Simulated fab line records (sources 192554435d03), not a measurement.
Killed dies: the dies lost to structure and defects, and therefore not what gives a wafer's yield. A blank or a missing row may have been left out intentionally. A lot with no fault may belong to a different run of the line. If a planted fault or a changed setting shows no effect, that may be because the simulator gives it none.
Matching of chambers    flow n5_finfet    N5_GATE_CUT_STRIP_59 on rie_diel-02 has 4 sister chambers
The step strips in N2/H2, time 20 s. 4 wafers are shown with their chamber, then 12 later ones without.

WAFERS PAIRED WITH THEIR CHAMBERS
wafer   chamber  showerhead_plenum_p_Torr (Torr)
L085.2  0        3.54
L087.2  1        3.25
L087.5  2        3.37
L089.1  3        3.45

WAFERS MISSING THEIR CHAMBER
wafer   showerhead_plenum_p_Torr (Torr)
L089.2  3.37
L089.3  3.25
L090.1  3.37
L090.5  3.45
L090.6  3.53
L093.3  3.53
L093.5  3.53
L094.1  3.36
L094.2  3.53
L094.4  3.24
L094.5  3.24
L094.6  3.53

WHICH CHAMBER EACH ONE RAN IN
wafer   from the rows above  in truth
L089.2  2                    2
L089.3  1                    1
L090.1  2                    2
L090.5  3                    3
L090.6  0                    0
L093.3  0                    0
L093.5  0                    0
L094.1  2                    2
L094.2  0                    0
L094.4  1                    1
L094.5  1                    1
L094.6  0                    0
Placed correctly: 12 of 12. Left unplaced by these rows: 0. 0 placed wrongly.
How it was worked out, from the rows above alone: a wafer's distance from a chamber is the root of the sum, over the readings, of the square of ((its reading less the chamber's mean) divided by the reading's scatter). The wafer belongs to the nearest chamber; if the next one is less than 2 further off, it can't be placed. For every chamber, the mean is computed from those of its wafers that are shown. The scatter: root of mean squared gap, hidden wafer to nearest shown wafer, with one shown wafer a chamber.
